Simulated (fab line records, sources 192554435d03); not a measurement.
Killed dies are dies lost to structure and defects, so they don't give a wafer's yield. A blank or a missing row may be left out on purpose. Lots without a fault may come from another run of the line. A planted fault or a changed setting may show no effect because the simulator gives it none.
fab line records | flow n5_finfet
record lots=6 wafers=17 last_day=17
route steps=1938 shown BEOL_M2@891 BEOL_M4@1111 PASSIVATION@1936
lots that met no fault: from a run of the same line without faults
start_h: hours from the record's first day to the start of the lot's first wafer shown | wait_h: hours since the lot's step before | " the same as in the row above | L1.1+2: a row that stands for several wafers | - no value, or no start given | * or withheld: withheld | < > ~ a bound
route shown NAME@n: a module of which the file shows steps, and the number in the route of the first | usual: mean/standard deviation of fault-free wafers | same: alike in all rows | chamber/n: place in a boat | sites: the reading at each site | _std_site: their standard deviation | _edge_site: outer sites' mean less inner sites' | radius_mm: how far each site lies from the wafer's centre | mask NAME#n: copy n | behind: the tool/chamber that last shaped the wafer | hold: why the lot was held/for how many hours/how that ended | device: the transistor (n, p or np) that didn't switch | end of line: the same wafers' tests at the end of the route | a step without rows: its recipe alone | killed: dies lost to structure and defects at the first sort, not the wafer's yield | map: a wafer's dies, x killed, . not, _ none there
set.NAME: the setting as run; set.NAME@STEP: as run at that earlier step | model.NAME: the simulator's own value behind a step, which no gauge read
lots at some steps of the route; a table a step, a row a wafer
services: from which hour (start_h, from the record's first day; less than 0 if before it) a tool's chamber was out of use, for how many hours, and why
## steps
# step N5_BEOL_M2_ETCH_41
# recipe chemistry=CH3F/O2 target=SiCN target_depth_a=299 taper_deg=2 time_s=52.5 ion_energy_ev=120 mask_material=TiN pressure_mtorr=30 source_w=395 bias_w=75 Ar_flow_sccm=150 CH3F_flow_sccm=30 O2_flow_sccm=20
# usual drypump_motor_current_A=5.3/0.48 oes_product_au=0.78/0.1 rf_vpp_V=296.9/1.7 showerhead_plenum_p_Torr=1.98/0.073 throttle_valve_pct=16.25/0.3
# columns lot.wafer tool chamber start_h wait_h drypump_motor_current_A oes_product_au rf_hours_counter_h rf_vpp_V showerhead_plenum_p_Torr throttle_valve_pct
L417.1 rie_diel-05 2 - - 5.2 0.85 54 296.6 2.03 15.92
L417.3 " 3 " " 4.8 0.75 175 295.9 1.92 16.45
L417.5 " 3 " " 4.9 0.75 - 294.8 1.92 16.45
L423.1 rie_diel-05 2 - - 5.2 0.83 66 298.0 2.03 15.94
L423.3 " 1 " " 6.4 0.73 172 295.8 1.92 16.40
L423.5 " 1 " " 6.4 0.73 - 294.8 1.92 16.38
L426.1 rie_diel-04 3 - - 4.9 0.69 213 299.7 2.08 16.72
L426.4 " 2 " " 5.3 0.71 - 295.7 1.90 16.11
L426.5 " 3 " " 4.8 0.68 - 296.9 2.08 16.69
L428.3 rie_diel-04 2 - - 5.3 0.70 206 294.6 1.90 16.12
L428.4 " 0 " " 5.4 1.00 1 295.1 1.96 16.30
L428.6 " 1 " " 5.4 0.90 - 299.3 2.11 15.93
L430.2 rie_diel-05 1 - - 6.5 0.72 185 296.1 1.92 16.43
L430.4 " 0 " " 6.0 0.90 24 296.4 1.95 15.85
L439.3 rie_diel-01 2 - - 6.3 0.89 17 296.8 1.95 16.07
L439.4 " 3 " " 4.9 0.91 23 296.7 1.94 15.77
L439.5 " 2 " " 6.3 0.89 - 296.7 1.95 16.07
# step N5_BEOL_M2_STRIP_97
# recipe chemistry=N2/H2 time_s=10 power_w=450 temp_c=40 pressure_mtorr=20 rf_frequency_hz=6e+07 bias_power_w=7 n2_flow_sccm=200 h2_flow_sccm=200
# usual drypump_motor_current_A=5.3/0.48 oes_product_au=0.78/0.1 rf_vpp_V=59.1/0.87 showerhead_plenum_p_Torr=2.52/0.086 throttle_valve_pct=23.6/0.31
# columns lot.wafer tool chamber start_h wait_h drypump_motor_current_A oes_product_au rf_hours_counter_h rf_vpp_V showerhead_plenum_p_Torr throttle_valve_pct
L417.1 rie_diel-05 2 - - 5.2 0.85 54 60.0 2.56 23.0
L417.3 " 3 " " 4.9 0.74 175 59.7 2.43 23.6
L417.5 " 3 " " 4.9 0.74 - 60.6 2.43 23.6
L423.1 rie_diel-05 2 - - 5.2 0.83 66 58.5 2.56 23.0
L423.3 " 1 " " 6.5 0.73 172 59.8 2.45 24.0
L423.5 " 1 " " 6.4 0.73 - 58.9 2.45 23.9
L426.1 rie_diel-04 3 - - 4.9 0.69 213 58.2 2.60 23.9
L426.4 " 2 " " 5.3 0.70 - 59.3 2.44 23.7
L426.5 " 3 " " 4.9 0.69 - 57.9 2.60 23.9
L428.3 rie_diel-04 2 - - 5.3 0.70 206 58.2 2.44 23.7
L428.4 " 0 " " 5.4 0.99 1 59.8 2.50 23.9
L428.6 " 1 " " 5.4 0.93 - 59.1 2.70 23.6
L430.2 rie_diel-05 1 - - 6.4 0.73 185 57.9 2.44 24.0
L430.4 " 0 " " 5.9 0.90 24 58.8 2.50 23.2
L439.3 rie_diel-01 2 - - 6.3 0.93 17 58.5 2.49 23.5
L439.4 " 3 " " 4.9 0.92 23 57.3 2.50 23.3
L439.5 " 2 " " 6.3 0.93 - 58.2 2.49 23.5
# step N5_BEOL_M2_OCD_MEAS_38
# usual trench_depth_nm=55.0/1.2
# columns lot.wafer tool chamber start_h wait_h trench_depth_nm
L417.1 ocd-02 - 141.71 - 55.8
L417.3 " - " " 56.2
L417.5 " - " " 56.4
L423.1 ocd-02 - 180.00 - 55.6
L423.3 " - " " 53.1
L423.5 " - " " 52.7
L426.1 ocd-01 - 201.74 - 54.0
L426.4 " - " " 56.1
L426.5 " - " " 53.7
L428.3 ocd-01 - 207.56 - 55.8
L428.4 " - " " 55.2
L428.6 " - " " 54.8
L430.2 ocd-02 - 222.26 - 53.0
L430.4 " - " " 55.6
L439.3 ocd-01 - 275.77 - 54.7
L439.4 " - " " 57.3
L439.5 " - " " 54.0
# step N5_BEOL_M2_HM_STRIP_39
# recipe chemistry=peroxide_tin_strip material=TiN target_depth_a=250 temp_c=50 time_s=158
# step N5_BEOL_M2_SRD_40
# recipe time_s=30 temp_c=23 rinse_liquid=diw dry=ipa_marangoni
# step N5_BEOL_M2_PRECLEAN_42
# recipe chemistry=residue_remover time_s=60 temp_c=40
# step N5_BEOL_M2_SRD_43
# recipe time_s=30 temp_c=23 rinse_liquid=diw dry=ipa_marangoni
# step N5_BEOL_M2_CD_MEAS_35
# recipe target_cd_nm=18 target_cd_y_nm=22.2 polarity=opening
# usual cd_nm=17.9/0.37
# columns lot.wafer tool chamber start_h wait_h cd_nm
L417.1 cd_sem-03 - 141.86 0.0 17.9
L417.3 " - " " 17.7
L417.5 " - " " 18.0
L423.1 cd_sem-02 - 180.15 0.0 18.1
L423.3 " - " " 17.1
L423.5 " - " " 18.2
L426.1 cd_sem-03 - 201.89 0.0 18.1
L426.4 " - " " 18.2
L426.5 " - " " 18.5
L428.3 cd_sem-02 - 207.73 0.0 18.3
L428.4 " - " " 18.2
L428.6 " - " " 17.7
L430.2 cd_sem-03 - 222.44 0.0 17.5
L430.4 " - " " 17.7
L439.3 cd_sem-02 - 275.93 0.0 17.8
L439.4 " - " " 17.8
L439.5 " - " " 17.2
# step N5_BEOL_M2_DEGAS_44
# recipe ambient=vacuum temp_c=250 time_s=60
# usual heater_power_w=323/26
# columns lot.wafer tool chamber start_h wait_h heater_power_w
L417.1 pvd_sputter-01 - 143.25 1.4 312
L417.3 " - " " 377
L417.5 " - " " 312
L423.1 pvd_sputter-03 - 180.39 0.2 323
L423.3 " - " " 312
L423.5 " - " " 293
L426.1 pvd_sputter-03 - 202.21 0.3 284
L426.4 " - " " 338
L426.5 " - " " 330
L428.3 pvd_sputter-03 - 208.71 1.0 319
L428.4 " - " " 302
L428.6 " - " " 288
L430.2 pvd_sputter-02 - 222.75 0.3 345
L430.4 " - " " 285
L439.3 pvd_sputter-03 - 276.16 0.2 329
L439.4 " - " " 329
L439.5 " - " " 311
# step N5_BEOL_M2_PRE_CLEAN_45
# recipe gas=H2/He time_s=30 temp_c=250
# step N5_BEOL_M2_ALD_84
# recipe material=TaN target_thk_a=* temp_c=275 ald_precursor_family=PDMAT ald_co_reactant=NH3 pressure_torr=3 carrier_flow_sccm=1500 pulse_time_s=2 purge_time_s=3 co_reactant_purge_time_s=2 co_reactant_pulse_time_s=3 ald_cycles=30 precursor_vessel_temp_c=75 precursor_vessel_pressure_torr=26.25 precursor_vessel_carrier_sccm=1000
# usual heater_power_w=448/37 precursor_vessel_pressure_torr=26.25/0.045
# columns lot.wafer tool chamber start_h wait_h heater_power_w precursor_vessel_pressure_torr
L417.1 ald_metal-01 2 143.35 0.0 444 26.22
L417.3 " 0 " " 494 26.24
L417.5 " 1 " " 509 26.28
L423.1 ald_metal-01 3 180.50 0.0 424 26.34
L423.3 " 1 " " 507 26.25
L423.5 " 0 " " 474 26.22
L426.1 ald_metal-01 2 202.32 0.0 428 26.25
L426.4 " 0 " " 496 26.21
L426.5 " 1 " " 520 26.12
L428.3 ald_metal-01 0 208.81 0.0 482 26.26
L428.4 " 3 " " 425 26.27
L428.6 " 2 " " 441 26.22
L430.2 ald_metal-03 2 222.86 0.0 390 26.25
L430.4 " 1 " " 396 26.29
L439.3 ald_metal-02 3 276.29 0.1 421 26.29
L439.4 " 2 " " 443 26.29
L439.5 " 1 " " 427 26.32
# step N5_BEOL_M2_SURFACE_TREAT_85
# recipe gas=Ar time_s=* ion_energy_ev=* ion_current_ma_cm2=0.5 pressure_mtorr=* ar_flow_sccm=30
# step N5_BEOL_M2_CVD_47
# recipe material=Co target_thk_a=30 temp_c=withheld precursor=CCTBA/H2 pressure_torr=30 time_s=223.8
# usual run_length_s=246.8/0.55
# columns lot.wafer tool chamber start_h wait_h run_length_s
L417.1 cvd_co-02 0 143.67 0.0 247.5
L417.3 " 2 " " 246.8
L417.5 " 1 " " 246.7
L423.1 cvd_co-02 2 180.80 0.0 247.1
L423.3 " 1 " " 246.7
L423.5 " 2 " " 246.9
L426.1 cvd_co-01 2 202.62 0.0 246.1
L426.4 " 0 " " 246.6
L426.5 " 2 " " 245.6
L428.3 cvd_co-02 2 209.29 0.1 246.9
L428.4 " 0 " " 399.8
L428.6 " 1 " " 399.6
L430.2 cvd_co-02 0 223.20 0.1 247.5
L430.4 " 1 " " 399.3
L439.3 cvd_co-01 2 276.84 0.3 246.1
L439.4 " 0 " " 246.8
L439.5 " 2 " " 246.3
# step N5_BEOL_M2_SPUTTER_48
# recipe material=Cu target_thk_a=45 temp_c=-20 chamber_pressure_pa=0.07 power_w=withheld time_s=8.29
# usual chuck_gas_flow_sccm=1.26/0.058 throttle_valve_pct=30.1/0.99
# columns lot.wafer tool chamber start_h wait_h chuck_gas_flow_sccm throttle_valve_pct
L417.1 pvd_sputter-02 - 143.90 0.2 1.36 30.5
L417.3 " - " " 1.29 29.5
L417.5 " - " " 1.32 31.6
L423.1 pvd_sputter-01 - 180.96 0.1 1.32 28.9
L423.3 " - " " 1.32 31.3
L423.5 " - " " 1.29 29.1
L426.1 pvd_sputter-03 - 202.85 0.2 1.24 28.4
L426.4 " - " " 1.22 30.1
L426.5 " - " " 1.22 29.4
L428.3 pvd_sputter-03 - 209.47 0.1 1.34 29.7
L428.4 " - " " 1.19 30.2
L428.6 " - " " 1.27 29.5
L430.2 pvd_sputter-02 - 223.45 0.2 1.30 29.8
L430.4 " - " " 1.23 30.6
L439.3 pvd_sputter-01 - 277.01 0.1 1.19 31.0
L439.4 " - " " 1.41 29.0
L439.5 " - " " 1.31 31.2
# step N5_BEOL_M4_RC_MEAS_101
# usual DIBL_N=36.8/2.2 DIBL_P=37.1/2.8 IOFF_N=0.17/0.04 IOFF_P=0.22/0.049 ION_N=672/16 ION_P=460/9.2 SS_N=71.6/0.69 SS_P=73.5/0.78 VT_N=249/3.6 VT_P=-250/3.9
# columns lot.wafer tool chamber start_h wait_h DIBL_N[mV/V] DIBL_P[mV/V] IOFF_N[nA/um] IOFF_P[nA/um] ION_N[uA/um] ION_P[uA/um] SS_N[mV/dec] SS_P[mV/dec] VT_N[mV] VT_P[mV]
L417.1 prober-02 0 165.84 0.0 35.2 37.3 0.16 0.22 683 467 71.5 73.3 249 -248
L417.3 " 0 " " 35.3 36.7 0.16 0.22 675 470 71.1 73.6 251 -247
L417.5 " 0 " " 36.9 39.3 0.21 0.26 693 471 71.6 74.0 246 -247
L423.1 prober-02 0 207.65 0.0 40.3 41.0 0.24 0.26 712 473 72.6 74.9 241 -249
L423.3 " 0 " " 40.2 41.3 0.23 0.28 681 460 72.5 73.7 244 -248
L423.5 " 0 " " 40.7 41.0 0.23 0.27 696 469 72.1 74.8 245 -249
L426.1 prober-01 0 229.76 0.0 38.4 39.5 0.21 0.24 675 452 71.4 74.3 245 -251
L426.4 " 0 " " 35.8 36.9 0.15 0.20 668 457 70.9 73.4 251 -252
L426.5 " 0 " " 34.9 35.5 0.14 0.19 663 456 71.5 72.9 251 -254
L428.3 prober-02 0 235.72 0.3 38.3 39.0 0.21 0.25 701 472 72.8 73.5 246 -247
L428.4 " 0 " " 35.1 34.1 0.13 0.17 660 452 70.9 72.4 252 -254
L428.6 " 0 " " 36.6 37.5 0.19 0.21 703 470 71.9 73.9 247 -253
L430.2 prober-01 0 255.12 0.2 38.6 37.8 0.19 0.27 677 471 72.1 73.8 246 -244
L430.4 " 0 " " 39.4 39.5 0.21 0.32 670 469 72.6 74.0 246 -242
L439.3 prober-01 0 304.84 0.3 39.7 39.9 0.25 0.32 691 462 73.0 73.6 243 -242
L439.4 " 0 " " 38.9 40.4 0.23 0.34 683 474 72.8 74.3 245 -242
L439.5 " 0 " " 38.4 39.0 0.21 0.29 677 463 71.9 73.4 246 -244
# step N5_PASSIVATION_PROBE_49
# usual defect_limited_yield=91.1/1.5 killed_at_M0_to_M3=35/11 killed_at_M4_up=13/5.7 killed_at_contacts=12/5.7 killed_at_front_end=40/11 killed_at_other=4/4.4 killed_dies=105/18 killed_open=68/14 killed_short=34/7.4 sort_bin_4_leakage=0.00/0.011 sort_bin_5_function=5.2/1 sort_bin_6_memory=3.3/0.67 sort_bin_8_speed=0.04/0.29 sort_n_pass=1074/18 sort_yield_pct=91.0/1.5
# same gross_dies=1180 killed_at_back_side=0
# columns lot.wafer tool chamber start_h wait_h defect_limited_yield[%] killed_at_M0_to_M3 killed_at_M4_up killed_at_contacts killed_at_front_end killed_at_other killed_dies killed_open killed_short sort_bin_4_leakage[%] sort_bin_5_function[%] sort_bin_6_memory[%] sort_bin_8_speed[%] sort_n_pass sort_yield_pct[%]
L426.1 prober-01 - 320.51 0.0 91.4 26 6 9 59 1 101 54 44 0 5.8 2.4 0 1079 91.4
L426.4 prober-01 - 320.66 0.2 91.8 37 8 10 42 0 97 65 31 0 4.2 3.4 0 1083 91.8
L426.5 prober-01 - 320.71 0.2 89.5 59 11 12 41 1 124 85 39 0 6.8 3.7 0 1056 89.5
L428.3 prober-01 - 327.58 0.1 92.7 35 7 8 34 2 86 61 25 0 4.0 3.1 0 1094 92.7
L428.4 prober-01 - 327.63 0.2 92.6 34 4 6 42 1 87 51 33 0 3.9 3.1 0 1093 92.6
L428.6 prober-01 - 327.73 0.3 92.6 27 21 13 23 3 87 61 23 0 3.8 3.4 0 1093 92.6
# killed by level:class
L426.1 STI_FIN_REVEAL:geometric_particle:open=19 BEOL_M0_SAQP:geometric_particle:open=8 STARTING-WAFER:geometric_particle:short=7 FIN_SAQP:geometric_particle:open=6 STI_FIN_REVEAL:geometric_particle:short=6 BEOL_M0_SAQP:geometric_particle:short=6 FIN_SAQP:geometric_particle:short=5 BEOL_M2:geometric_particle:open=5
L426.4 STI_FIN_REVEAL:geometric_particle:open=16 BEOL_M0_SAQP:geometric_particle:open=11 FIN_SAQP:geometric_particle:open=9 BEOL_M0_SAQP:geometric_particle:short=8 MOL_CONTACT_COAG:geometric_particle:open=8 BEOL_M1:geometric_particle:open=5 FIN_SAQP:geometric_particle:short=4 STI_FIN_REVEAL:geometric_particle:short=3
L426.5 STI_FIN_REVEAL:geometric_particle:open=19 BEOL_M0_SAQP:geometric_particle:short=19 BEOL_M2:geometric_particle:open=17 BEOL_M0_SAQP:geometric_particle:open=12 MOL_CONTACT_COAG:geometric_particle:open=10 DUMMY_GATE:geometric_particle:open=7 BEOL_M5:geometric_particle:open=5 BEOL_M4:geometric_particle:open=4
L428.3 FIN_SAQP:geometric_particle:open=9 BEOL_M0_SAQP:geometric_particle:open=9 BEOL_M0_SAQP:geometric_particle:short=7 STI_FIN_REVEAL:geometric_particle:open=6 MOL_CONTACT_COAG:geometric_particle:open=6 BEOL_M2:geometric_particle:open=6 BEOL_M1:geometric_particle:open=5 FIN_SAQP:geometric_particle:short=4
L428.4 FIN_SAQP:geometric_particle:open=12 BEOL_M1:geometric_particle:open=11 BEOL_M0_SAQP:geometric_particle:short=8 BEOL_M0_SAQP:geometric_particle:open=6 GATE_CUT:geometric_particle:short=5 FIN_SAQP:geometric_particle:short=4 MOL_CONTACT_COAG:geometric_particle:open=4 STI_FIN_REVEAL:geometric_particle:open=3
L428.6 BEOL_M0_SAQP:geometric_particle:open=12 BEOL_M4:geometric_particle:open=12 MOL_CONTACT_COAG:geometric_particle:open=9 FIN_SAQP:geometric_particle:open=6 BEOL_M0_SAQP:geometric_particle:short=5 MOL_CONTACT_COAG:geometric_particle:short=4 BEOL_M1:geometric_particle:open=4 STARTING-WAFER:geometric_particle:short=3
## services
# columns tool chamber start_h hours kind
rie_diel-05 0 119.05 - clean
rie_diel-05 0 119.05 - consumable_replace:focus_ring
rie_diel-05 0 119.05 23.4 scheduled_down
rie_diel-05 0 119.05 23.4 vent_cycle
rie_diel-05 2 120.99 4.6 repair
ald_metal-02 2 126.78 24.6 repair
ald_metal-03 - 138.52 8.7 pm
pvd_sputter-01 - 144.28 0.7 repair
rie_diel-04 1 152.74 6.5 repair
ald_metal-03 3 164.97 2.0 repair
rie_diel-04 1 165.36 - clean
rie_diel-04 1 165.36 - consumable_replace:focus_ring
rie_diel-04 1 165.36 - consumable_replace:showerhead
rie_diel-04 1 165.36 12.3 scheduled_down
rie_diel-04 1 165.36 12.3 vent_cycle
pvd_sputter-02 - 177.09 4.0 repair
rie_diel-04 0 177.71 - clean
ald_metal-02 0 184.69 15.6 repair
ald_metal-01 1 206.53 35.8 repair
rie_diel-04 - 235.24 2.8 pm
rie_diel-04 - 240.99 2.6 repair
rie_diel-05 1 254.24 8.0 repair
cvd_co-02 - 257.77 2.8 pm
rie_diel-01 0 269.87 1.4 repair
## key
first_sign step=N5_BEOL_M2_CVD_47 reading=run_length_s direction=up sigmas=99+ usual=* struck=*
effect none on later readings
met_at N5_BEOL_M2_CVD_47
struck_wafers L428.4,L428.6,L430.4
onset_between 180.80 209.29
fault kind=process_parameter_drift tool=cvd_co-02 chamber=- onset_h=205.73 steps=N5_BEOL_M2_CVD_47 channel=time_s offset=* shape=step end_h=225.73 scope=struck_wafers_only acts_in=* stated=*
